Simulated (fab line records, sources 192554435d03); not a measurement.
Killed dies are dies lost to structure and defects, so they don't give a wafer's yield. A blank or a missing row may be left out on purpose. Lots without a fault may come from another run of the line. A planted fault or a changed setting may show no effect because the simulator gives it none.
Split-lot experiment | flow n5_finfet | 7 lots, 39 wafers read, on a route of 1938 steps

THE SPLIT
At N5_BEOL_M5_HM_DEP_02 (deposits TiN, target thk 20 nm), the setting target_thk_a was moved away from the recipe's 200 angstrom on 9 of the 39 wafers read, by -52.9% to -30.3%. The other wafers ran this setting at the recipe's value.

FROM THE SPLIT TO THE READING: what the file shows between them, 4 steps
- N5_BEOL_M5_COAT_59: time 60 s, resist thk 60 nm
- N5_BEOL_M5_COAT_60: time 60 s, resist thk 12 nm
- N5_BEOL_M5_STRIP_73: strips in N2/H2
- N5_BEOL_M5_STRIP_64: strips in CF4

THE READING
etch.depth_nm (the simulator's own value, which no gauge read), in nm, at N5_BEOL_M5_HM_OPEN_17 (chemistry Cl2/BCl3, target TiN, target depth 20 nm, overetch 6 nm). The file gives no usual value for it. The 30 wafers here that ran the recipe average 20.010 nm, standard deviation 0.19 nm.

wafer  | tool, chamber at the split | target_thk_a as run, angstrom | against the recipe | etch.depth_nm, nm | against lot-mates on the recipe
L074.1 | pvd_sputter-03, -          | 200                           | recipe             | 20.24             | -
L074.2 | pvd_sputter-03, -          | 200                           | recipe             | 20.36             | -
L074.3 | pvd_sputter-03, -          | 131                           | -34.5%             | 13.25             | -7.043
L074.4 | pvd_sputter-03, -          | 131                           | -34.5%             | 13.51             | -6.783
L074.5 | pvd_sputter-03, -          | 131                           | -34.5%             | 13.41             | -6.883
L074.6 | pvd_sputter-03, -          | 200                           | recipe             | 20.28             | -
L081.1 | pvd_sputter-03, -          | 200                           | recipe             | 20.45             | -
L081.2 | pvd_sputter-03, -          | 200                           | recipe             | 20.17             | -
L081.6 | pvd_sputter-03, -          | 200                           | recipe             | 20.17             | -
L081.3 | pvd_sputter-03, -          | 200                           | recipe             | 20.2              | -
L081.4 | pvd_sputter-03, -          | 200                           | recipe             | 20.24             | -
L081.5 | pvd_sputter-03, -          | 200                           | recipe             | 20.21             | -
L084.1 | pvd_sputter-02, -          | 200                           | recipe             | 19.95             | -
L084.2 | pvd_sputter-02, -          | 200                           | recipe             | 19.93             | -
L084.3 | pvd_sputter-02, -          | 200                           | recipe             | 19.91             | -
L084.4 | pvd_sputter-02, -          | 200                           | recipe             | 19.71             | -
L084.5 | pvd_sputter-02, -          | 200                           | recipe             | 19.8              | -
L084.6 | pvd_sputter-02, -          | 200                           | recipe             | 20.05             | -
L085.1 | pvd_sputter-03, -          | 94.18                         | -52.9%             | 9.268             | -10.535
L085.2 | pvd_sputter-03, -          | 200                           | recipe             | 19.84             | -
L085.3 | pvd_sputter-03, -          | 200                           | recipe             | 19.72             | -
L085.4 | pvd_sputter-03, -          | 200                           | recipe             | 19.85             | -
L085.5 | pvd_sputter-03, -          | 94.18                         | -52.9%             | 9.249             | -10.554
L085.6 | pvd_sputter-03, -          | 94.18                         | -52.9%             | 9.241             | -10.562
L090.1 | pvd_sputter-01, -          | 200                           | recipe             | 19.99             | -
L090.3 | pvd_sputter-01, -          | 200                           | recipe             | 19.99             | -
L090.5 | pvd_sputter-01, -          | 200                           | recipe             | 20.02             | -
L095.1 | pvd_sputter-03, -          | 139.3                         | -30.3%             | 13.98             | -5.933
L095.2 | pvd_sputter-03, -          | 200                           | recipe             | 19.77             | -
L095.3 | pvd_sputter-03, -          | 139.3                         | -30.3%             | 13.83             | -6.083
L095.4 | pvd_sputter-03, -          | 200                           | recipe             | 19.91             | -
L095.5 | pvd_sputter-03, -          | 200                           | recipe             | 20.06             | -
L095.6 | pvd_sputter-03, -          | 139.3                         | -30.3%             | 13.84             | -6.073
L096.1 | pvd_sputter-01, -          | 200                           | recipe             | 19.92             | -
L096.2 | pvd_sputter-01, -          | 200                           | recipe             | 19.97             | -
L096.3 | pvd_sputter-01, -          | 200                           | recipe             | 20.1              | -
L096.4 | pvd_sputter-01, -          | 200                           | recipe             | 19.77             | -
L096.5 | pvd_sputter-01, -          | 200                           | recipe             | 19.81             | -
L096.6 | pvd_sputter-01, -          | 200                           | recipe             | 19.9              | -

THE FIT
A straight line over all 39 wafers: etch.depth_nm changes by +0.2 nm for each +1% of target_thk_a; r = +1.00; the points scatter about the line by 0.2 nm.
The same after taking each lot's own level away (the mean of its wafers on the recipe; 39 wafers): +0.199 nm for each +1%; r = +1.00; scatter 0.092 nm.
On that fit, the largest move of target_thk_a shifts the reading by 11 nm.
The lots' own levels span 19.8033 to 20.2933 nm, that is 2.5 times the standard deviation above.
So the lot-to-lot level changes the slope little: the two slopes agree.
Check: with one of the wafers moved furthest among these (-52.9%) left out of the fit, the line predicts -10.6 nm for it against its lot-mates. It came out at -10.5 nm against them.

OTHER SPLITS ON THESE WAFERS
These wafers also went through other splits before the reading. Each is held against what the fit with the lots' levels taken away leaves over:
other split on the same wafers           | wafers away from the commonest value | r with etch.depth_nm (lot level and that fit taken away)
N5_BEOL_M0_SAQP_PECVD_04 time_s          | 18                                   | +0.23
N5_BEOL_M2_TRENCH_ETCH_37 target_depth_a | 6                                    | +0.17

THE WHOLE CHAIN: every reading that the file lists as answering this split, in the file's order
step                  | what it does                                                      | reading                                                                          | change (the file's fit)               | r (the file's)
N5_BEOL_M5_HM_DEP_02  | deposits TiN, target thk 20 nm                                    | TiN_of_BEOL_M5_HM_DEP_02.thk_nm (the simulator's own value, which no gauge read) | +0.2 nm for each +1% of the setting   | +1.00
N5_BEOL_M5_HM_OPEN_17 | chemistry Cl2/BCl3, target TiN, target depth 20 nm, overetch 6 nm | etch.depth_nm (the simulator's own value, which no gauge read)                   | +0.199 nm for each +1% of the setting | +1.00

THE FILE'S OWN FIT
etch.depth_nm changes by +0.199 nm for each +1% of target_thk_a, r = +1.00.
